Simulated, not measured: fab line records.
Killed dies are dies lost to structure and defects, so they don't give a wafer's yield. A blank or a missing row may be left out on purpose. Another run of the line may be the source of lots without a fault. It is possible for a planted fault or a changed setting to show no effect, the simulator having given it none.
fab line records -- flow nand-harc
record: lots: 12, wafers: 36, last-day: 33
route steps=1302 shown A_CHANNEL_HOLE_D2@596 A_CHANNEL_FILL_D2@620 END@1302
lots with no fault: from the same line, run without faults
start-h: hours from the record's first day to the start of the lot's first wafer shown -- wait-h: hours elapsed since this lot's preceding step -- " unchanged from the row above -- L1.1+2: one row covering several wafers at once -- - no value present, or no start provided -- * or withheld: withheld -- < > ~ a bound
route shown NAME@n: NAME is a module with steps in the file, n the number in the route of the first one -- usual: mean/standard deviation taken from wafers without a fault -- same: alike in all rows -- chamber/n: place in a boat -- sites: each site's reading -- _std_site: standard deviation of those values -- _edge_site: outer sites' mean less inner sites' -- radius-mm: for every site, how far away it sits from the centre of the wafer -- mask NAME#n: copy n -- behind: the last tool/chamber to shape the wafer -- hold: reason for holding the lot/hours on hold/outcome of the hold -- device: whichever transistor did not switch (one of n, p or np) -- end of line: the route-end tests of the same wafers -- where a step has no rows: the recipe by itself -- killed: dies lost to structure and defects at the first sort, not the wafer's yield -- map: a wafer's dies, marking killed ones x, the rest . and places with no die _
set.NAME: setting as actually run; set.NAME@STEP: the setting as run at that earlier step -- model.NAME: the simulator's own value behind a step, which no gauge read
steps of the route over a sample of lots; a table a step, a row a wafer
services: the hour from which a tool's chamber was out of use, counted from the record's first day as start-h (under 0 if before that day), plus the number of hours and why
== steps ==
step: NHARC_A_CHANNEL_HOLE_D2_ETCH_24
recipe: bias-v: 5000, source-w: withheld, pressure-mtorr: 20, time-s: 906.2, ar-flow-sccm: 375, c4f8-flow-sccm: 93.8, o2-flow-sccm: 31.2, temp-c: -20, target-depth-a: 15000, chemistry: C4F8/O2/Ar
usual: drypump-motor-current-A: 5.6/0.56, showerhead-plenum-p-Torr: 3.61/0.15, throttle-valve-pct: 32.235/0.0087
lot.wafer,tool,chamber,start-h,wait-h,drypump-motor-current-A,rf-hours-counter-h,showerhead-plenum-p-Torr,throttle-valve-pct
L262.4,har-etch-02,0,308.20,0.6,5.9,-,3.61,32.229
L262.5,har-etch-02,1,308.20,0.6,6.4,-,3.73,32.244
L262.6,har-etch-02,0,308.20,0.6,5.9,-,3.61,32.238
L263.2,har-etch-02,0,324.19,0.6,6.0,375,3.60,32.226
L263.3,har-etch-02,1,324.19,0.6,6.4,-,3.73,32.246
L263.6,har-etch-02,1,324.19,0.6,6.4,-,3.73,32.232
L264.2,har-etch-01,0,331.06,0.6,5.2,171,3.49,32.236
L264.4,har-etch-01,1,331.06,0.6,5.0,-,3.54,32.226
L264.5,har-etch-01,0,331.06,0.6,5.2,-,3.48,32.241
L266.1,har-etch-01,0,339.10,0.6,5.2,179,3.48,32.241
L266.4,har-etch-01,0,339.10,0.6,5.2,-,3.48,32.242
L266.5,har-etch-01,0,339.10,0.6,5.2,-,3.48,32.226
L265.1,har-etch-02,1,341.49,0.6,6.4,376,3.72,32.243
L265.3,har-etch-02,0,341.49,0.6,5.9,-,3.59,32.240
L265.6,har-etch-02,0,341.49,0.6,6.0,-,3.59,32.242
L270.3,har-etch-01,1,394.98,0.6,5.0,-,3.52,32.254
L270.6,har-etch-01,0,394.98,0.6,5.2,-,3.46,32.242
L270.5,har-etch-01,1,394.98,0.6,5.0,-,3.52,32.240
L271.2,har-etch-02,0,409.60,0.6,5.9,6,3.92,32.228
L271.3,har-etch-02,1,409.60,0.6,6.4,-,3.70,32.242
L271.6,har-etch-02,1,409.60,0.6,6.4,-,3.70,32.238
L275.2,har-etch-02,1,438.20,0.6,6.4,21,3.70,32.239
L275.3,har-etch-02,0,438.20,0.6,5.9,-,3.92,32.250
L275.6,har-etch-02,0,438.20,0.6,5.9,-,3.92,32.229
L279.1,har-etch-02,0,479.21,0.6,6.0,44,3.90,32.235
L279.3,har-etch-02,1,479.21,0.6,6.4,-,3.68,32.234
L279.5,har-etch-02,1,479.21,0.6,6.4,-,3.68,32.244
L282.1,har-etch-01,1,508.05,0.6,5.0,285,3.48,32.227
L282.3,har-etch-01,1,508.05,0.6,5.0,-,3.48,32.233
L282.4,har-etch-01,0,508.05,0.6,5.2,-,3.43,32.243
L284.1,har-etch-02,0,523.66,0.6,6.0,67,3.89,32.238
L284.3,har-etch-02,0,523.66,0.6,6.0,-,3.89,32.241
L284.4,har-etch-02,1,523.66,0.6,6.4,-,3.67,32.233
L283.2,har-etch-01,0,523.81,0.6,5.2,293,3.42,32.229
L283.4,har-etch-01,1,523.81,0.6,5.0,-,3.48,32.228
L283.6,har-etch-01,0,523.81,0.6,5.2,-,3.42,32.224
step: NHARC_A_CHANNEL_HOLE_D2_STRIP_28
recipe: o2-flow-sccm: 500, ar-flow-sccm: 0, bias-w: 0, chemistry: O2
usual: drypump-motor-current-A: 5.57/0.29, oes-product-au: 1.001/0.007, rf-vpp-V: 57.7/0.91, showerhead-plenum-p-Torr: 3.49/0.13, throttle-valve-pct: 17.036/0.0083
lot.wafer,tool,chamber,start-h,wait-h,drypump-motor-current-A,oes-product-au,rf-hours-counter-h,rf-vpp-V,showerhead-plenum-p-Torr,throttle-valve-pct
L262.4,rie-diel-10,1,-,-,5.73,0.999,3.4,58.4,3.53,17.034
L262.5,rie-diel-10,0,-,-,5.34,0.999,-,56.8,3.33,17.030
L262.6,rie-diel-10,1,-,-,5.72,0.997,-,57.2,3.53,17.032
L263.2,rie-diel-06,0,-,-,5.24,0.988,0.6,58.8,3.61,17.031
L263.3,rie-diel-06,1,-,-,5.02,0.993,0.6,56.4,3.36,17.044
L263.6,rie-diel-06,0,-,-,5.25,0.981,-,57.6,3.61,17.047
L264.2,rie-diel-07,3,-,-,5.80,0.983,1.6,58.5,3.56,17.031
L264.4,rie-diel-07,1,-,-,5.73,1.002,1.9,56.7,3.66,17.031
L264.5,rie-diel-07,2,-,-,5.15,0.997,-,56.0,3.31,17.046
L266.1,rie-diel-07,2,-,-,5.17,1.003,2.5,56.1,3.31,17.031
L266.4,rie-diel-07,3,-,-,5.79,1.006,2.7,57.1,3.56,17.040
L266.5,rie-diel-07,3,-,-,5.81,0.995,-,58.3,3.56,17.037
L265.1,rie-diel-10,2,-,-,5.72,1.009,4.9,59.4,3.59,17.029
L265.3,rie-diel-10,3,-,-,5.95,0.990,5.1,57.6,3.39,17.033
L265.6,rie-diel-10,0,-,-,5.32,1.005,-,57.3,3.33,17.042
L270.3,rie-diel-10,1,-,-,5.67,0.997,8.2,57.2,3.52,17.047
L270.5,rie-diel-10,3,-,-,5.97,1.000,-,57.7,3.39,17.038
L270.6,rie-diel-10,0,-,-,5.31,0.999,-,58.2,3.33,17.032
L271.2,rie-diel-10,2,-,-,5.73,1.009,8.8,57.6,3.59,17.038
L271.3,rie-diel-10,1,-,-,5.77,1.003,9.0,58.3,3.52,17.018
L271.6,rie-diel-10,2,-,-,5.73,1.010,-,58.1,3.59,17.032
L275.3,rie-diel-10,2,-,-,5.73,1.006,1.4,57.3,3.59,17.040
L275.2,rie-diel-10,0,-,-,5.33,1.003,1.4,58.1,3.33,17.036
L275.6,rie-diel-10,2,-,-,5.72,0.996,-,58.1,3.59,17.023
L279.1,rie-diel-06,3,-,-,5.59,1.001,9.0,57.6,3.69,17.025
L279.3,rie-diel-06,0,-,-,5.26,1.002,7.7,58.1,3.61,17.039
L279.5,rie-diel-06,1,-,-,5.04,0.996,-,59.1,3.36,17.045
L282.1,rie-diel-10,1,-,-,5.68,1.005,4.4,56.4,3.52,17.045
L282.4,rie-diel-10,2,-,-,5.73,1.000,4.5,57.6,3.58,17.046
L282.3,rie-diel-10,3,-,-,5.96,1.004,4.9,58.0,3.39,17.038
L283.4,rie-diel-07,0,-,-,5.89,1.008,1.1,58.4,3.64,17.034
L283.2,rie-diel-07,2,-,-,5.15,1.005,1.7,56.1,3.30,17.037
L283.6,rie-diel-07,3,-,-,5.81,1.013,-,58.5,3.55,17.035
L284.3,rie-diel-10,3,-,-,5.96,1.012,5.6,57.3,3.39,17.050
L284.4,rie-diel-10,1,-,-,5.76,1.012,5.2,59.7,3.52,17.039
L284.1,rie-diel-10,2,-,-,5.71,0.994,5.2,58.3,3.58,17.045
step: NHARC_A_CHANNEL_HOLE_D2_XSEM_32
recipe: landing-energy-ev: 35000
usual: bot-cd-nm: 74.2/1.1, bow-nm: 8.6/0.33, tilt-deg: 0.08/0.043
lot.wafer,tool,chamber,start-h,wait-h,bot-cd-nm,bow-nm,tilt-deg
L262.4,xsem-02,0,311.32,0.1,75.8,8.9,0.15
L262.5,xsem-02,0,311.32,0.1,73.9,8.9,0.15
L262.6,xsem-02,0,311.32,0.1,76.1,8.9,0.15
L263.2,xsem-01,0,327.67,0.1,73.7,8.2,0.09
L263.3,xsem-01,0,327.67,0.1,75.0,8.2,0.09
L263.6,xsem-01,0,327.67,0.1,74.1,8.3,0.09
L264.2,xsem-02,0,334.55,0.1,74.4,8.8,0.13
L264.4,xsem-02,0,334.55,0.1,72.2,8.8,0.13
L264.5,xsem-02,0,334.55,0.1,75.4,8.8,0.13
L266.1,xsem-01,0,342.60,0.1,72.9,8.6,0.07
L266.4,xsem-01,0,342.60,0.1,73.5,8.6,0.07
L266.5,xsem-01,0,342.60,0.1,73.2,8.7,0.07
L265.1,xsem-02,0,344.99,0.1,74.9,8.7,0.13
L265.3,xsem-02,0,344.99,0.1,72.9,8.7,0.13
L265.6,xsem-02,0,344.99,0.1,75.2,8.7,0.13
L270.3,xsem-01,0,398.08,0.1,74.9,8.2,0.07
L270.5,xsem-01,0,398.08,0.1,75.1,8.3,0.07
L270.6,xsem-01,0,398.08,0.1,75.1,8.2,0.07
L271.2,xsem-02,0,413.07,0.1,74.0,9.2,0.13
L271.3,xsem-02,0,413.07,0.1,73.6,9.3,0.13
L271.6,xsem-02,0,413.07,0.1,75.1,9.3,0.13
L275.2,xsem-02,0,441.66,0.1,71.8,8.7,0.14
L275.3,xsem-02,0,441.66,0.1,73.4,8.7,0.13
L275.6,xsem-02,0,441.66,0.1,73.4,8.6,0.13
L279.1,xsem-01,0,482.69,0.1,71.4,8.5,0.07
L279.3,xsem-01,0,482.69,0.1,72.2,8.5,0.07
L279.5,xsem-01,0,482.69,0.1,72.6,8.5,0.07
L282.1,xsem-02,0,511.53,0.1,74.1,8.0,0.09
L282.3,xsem-02,0,511.53,0.1,76.3,8.0,0.09
L282.4,xsem-02,0,511.53,0.1,75.7,8.1,0.09
L283.2,xsem-01,0,527.31,0.1,76.1,8.3,-0.01
L283.4,xsem-01,0,527.31,0.1,75.4,8.3,-0.01
L283.6,xsem-01,0,527.31,0.1,77.6,8.3,-0.01
L284.1,xsem-02,0,527.60,0.1,73.4,9.0,0.01
L284.3,xsem-02,0,527.60,0.1,72.8,9.0,0.01
L284.4,xsem-02,0,527.60,0.1,73.8,9.0,0.01
step: NHARC_A_CHANNEL_FILL_D2_ETCHBACK_20
recipe: target-depth-a: 270, time-s: 13.5, c4f8-flow-sccm: withheld, o2-flow-sccm: 8, ar-flow-sccm: withheld, rf-w: 600, bias-w: 1500, chemistry: C4F8/O2/Ar
usual: oes-product-au: 0.988/0.026, rf-vpp-V: 978/5.9, run-length-s: 34.5/0.41
lot.wafer,tool,chamber,start-h,wait-h,oes-product-au,rf-hours-counter-h,rf-vpp-V,run-length-s
L262.4,rie-diel-03,2,335.44,-,0.994,1,985,34.2
L262.5,rie-diel-03,1,335.44,-,1.005,-,973,34.9
L262.6,rie-diel-03,2,335.44,-,1.001,-,985,34.0
L263.3,rie-diel-03,1,357.54,-,1.003,2,974,34.4
L263.2,rie-diel-03,3,357.54,-,1.002,2,982,34.1
L263.6,rie-diel-03,2,357.54,-,1.003,-,984,34.1
L264.2,rie-diel-01,1,360.61,-,0.922,4,976,35.0
L264.4,rie-diel-01,2,360.61,-,0.921,4,974,34.3
L264.5,rie-diel-01,0,360.61,-,0.922,-,983,34.0
L265.1,rie-diel-01,0,367.14,-,1.001,4,982,33.9
L265.3,rie-diel-01,2,367.14,-,0.991,4,974,34.2
L265.6,rie-diel-01,1,367.14,-,1.006,-,976,34.8
L266.4,rie-diel-03,1,367.15,-,0.930,3,973,34.4
L266.1,rie-diel-03,2,367.15,-,0.921,2,984,34.6
L266.5,rie-diel-03,0,367.15,-,0.926,-,970,34.8
L270.3,rie-diel-03,1,423.29,-,0.992,4,973,34.5
L270.5,rie-diel-03,2,423.29,-,0.984,-,984,34.0
L270.6,rie-diel-03,3,423.29,-,0.995,-,982,34.2
L271.2,rie-diel-04,1,436.95,-,0.989,12,986,34.9
L271.3,rie-diel-04,0,436.95,-,0.990,12,985,34.7
L271.6,rie-diel-04,2,436.95,-,0.997,-,975,34.5
L275.2,rie-diel-03,0,468.02,-,0.993,0,969,34.9
L275.3,rie-diel-03,1,468.02,-,1.005,0,974,34.9
L275.6,rie-diel-03,1,468.02,-,0.995,-,973,35.0
L279.3,rie-diel-01,2,507.68,-,0.995,3,972,34.0
L279.1,rie-diel-01,1,507.68,-,1.003,3,976,35.2
L279.5,rie-diel-01,3,507.68,-,1.003,-,984,34.2
L282.1,rie-diel-03,3,537.75,-,1.001,2,984,34.0
L282.4,rie-diel-03,0,537.75,-,1.002,2,968,29.8
L282.3,rie-diel-03,1,537.75,-,0.992,2,974,34.5
L283.4,rie-diel-03,0,551.89,-,1.002,3,969,30.3
L283.2,rie-diel-03,2,551.89,-,1.001,2,984,34.5
L283.6,rie-diel-03,1,551.89,-,0.993,-,973,29.8
L284.4,rie-diel-01,2,551.89,-,0.996,4,972,34.1
L284.3,rie-diel-01,3,551.89,-,1.001,3,984,34.5
L284.1,rie-diel-01,0,551.89,-,1.006,4,983,33.7
step: NHARC_END_SORT_01
recipe: temp-c: 25
usual: killed-at-array: 55/17, killed-at-other: 1.1/1.4, killed-at-periphery: 3.9/3, killed-dies: 59/17, killed-open: 3.5/2, killed-short: 2.6/1.6
same: gross-dies: 677
lot.wafer,tool,chamber,start-h,wait-h,killed-at-array,killed-at-other,killed-at-periphery,killed-dies,killed-open,killed-short
L282.1,prober-02,0,779.76,2.6,53,0,3,56,2,2
L282.3,prober-02,0,781.37,3.1,52,1,11,64,1,3
L282.4,prober-02,0,782.17,3.4,657,3,11,671,4,5
L283.2,prober-01,0,788.95,2.8,68,4,2,74,4,0
L283.4,prober-01,0,790.56,3.4,646,1,5,652,0,3
L283.6,prober-01,0,792.18,4.0,668,0,1,669,3,2
killed by level:class
L282.1 A_CHANNEL_HOLE_D2:chamber-film-flake=22 A_CHANNEL_HOLE_D1:chamber-film-flake=12 A_CONTACT:chamber-film-flake=8 A_SLIT:chamber-film-flake=7 A_STAIRCASE:chamber-film-flake=2 P_M0:geometric-particle:short=1 P_M2:geometric-particle:short=1 A_ONON_D1:geometric-particle:open=1
L282.3 A_CHANNEL_HOLE_D2:chamber-film-flake=18 A_CHANNEL_HOLE_D1:chamber-film-flake=17 A_CONTACT:chamber-film-flake=8 P_GATE:chamber-film-flake=6 A_SLIT:chamber-film-flake=5 P_STI:chamber-film-flake=2 P_M2:geometric-particle:open=1 P_M2:geometric-particle:short=1
L282.4 A_CHANNEL_FILL_D2:area-etchback=602 A_CHANNEL_HOLE_D2:chamber-film-flake=24 A_CONTACT:chamber-film-flake=11 A_CHANNEL_HOLE_D1:chamber-film-flake=10 P_GATE:chamber-film-flake=5 THIN_TSV:chamber-film-flake=3 A_STAIRCASE:chamber-film-flake=3 P_M0:geometric-particle:short=2
L283.2 A_CHANNEL_HOLE_D2:chamber-film-flake=27 A_CHANNEL_HOLE_D1:chamber-film-flake=21 A_SLIT:chamber-film-flake=8 A_CONTACT:chamber-film-flake=5 HYBRID_BOND:chamber-film-flake=4 A_STAIRCASE:chamber-film-flake=3 P_CONTACT:geometric-particle:open=1 P_M1:geometric-particle:open=1
L283.4 A_CHANNEL_FILL_D2:area-etchback=588 A_CHANNEL_HOLE_D2:chamber-film-flake=34 A_CHANNEL_HOLE_D1:chamber-film-flake=13 A_SLIT:chamber-film-flake=6 P_GATE:chamber-film-flake=2 A_STAIRCASE:chamber-film-flake=2 P_GATE:geometric-particle:short=1 A_ONON_D2:geometric-particle:short=1
L283.6 A_CHANNEL_FILL_D2:area-etchback=611 A_CHANNEL_HOLE_D2:chamber-film-flake=25 A_CHANNEL_HOLE_D1:chamber-film-flake=14 A_SLIT:chamber-film-flake=8 A_CONTACT:chamber-film-flake=4 P_M1:geometric-particle:open=1 A_ONON_D2:geometric-particle:short=1 A_ONON_D2:geometric-particle:open=1
== services ==
tool,chamber,start-h,hours,kind
rie-diel-07,-,294.20,9.0,pm
rie-diel-06,1,304.02,5.5,repair
rie-diel-06,-,307.20,9.0,pm
rie-diel-04,2,328.15,2.9,repair
rie-diel-04,-,354.96,9.0,pm
xsem-01,-,374.00,14.0,pm
rie-diel-03,1,374.22,4.5,repair
rie-diel-06,0,380.02,5.0,repair
har-etch-02,-,380.74,17.0,pm
rie-diel-01,-,380.80,9.0,pm
rie-diel-10,-,419.70,9.0,pm
rie-diel-01,3,423.84,11.2,repair
rie-diel-07,-,430.03,2.1,repair
rie-diel-06,0,437.00,9.5,repair
rie-diel-01,1,438.25,13.3,repair
rie-diel-01,3,453.98,7.3,repair
rie-diel-03,-,458.30,9.0,pm
rie-diel-01,0,460.68,2.5,repair
rie-diel-07,-,471.20,9.0,pm
rie-diel-01,3,481.15,2.7,repair
rie-diel-03,3,482.18,9.9,repair
rie-diel-07,2,483.11,7.7,repair
rie-diel-06,-,484.20,9.0,pm
rie-diel-01,0,501.21,8.1,repair
== key ==
first-sign: step: NHARC_A_CHANNEL_FILL_D2_ETCHBACK_20, reading: run-length-s, direction: down, sigmas: 11, usual: *, struck: *
effect: step: NHARC_END_SORT_01, reading: killed-at-array, direction: up, sigmas: 36, usual: 55, struck: 657
more-kills-born-at: NHARC_A_CHANNEL_FILL_D2_ETCHBACK_20@rie-diel-03: 1801
met-at NHARC_A_CHANNEL_FILL_D2_ETCHBACK_20
struck-lots L282,L283
struck-wafers L282.4,L283.4,L283.6
later-rows-left-out L282.4,L283.4,L283.6
tester-left-out L282,L283
not-acting-at NHARC_A_CHANNEL_HOLE_D2_ETCH_24,NHARC_A_CHANNEL_HOLE_D2_STRIP_28,NHARC_A_CHANNEL_HOLE_D2_XSEM_32
onset-between 468.02 537.75
fault: kind: process-parameter-drift, tool: rie-diel-03, chamber: -, onset-h: 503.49, steps: NHARC_A_CHANNEL_FILL_D2_ETCHBACK_20, channel: time-s, offset: *, shape: step, end-h: 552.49, scope: struck-wafers-only, acts-in: *, stated: *
tester-left-out: of these lots the tester's yield and bins aren't shown, on N5 and GAA mostly nor the transistor test; their killed dies are dies lost to structure and defects alone, not to doping, threshold or leakage, so they don't give the yield
later-rows-left-out: the simulator's readings of these wafers behind a module that went badly wrong aren't trusted and aren't shown, but for the sort
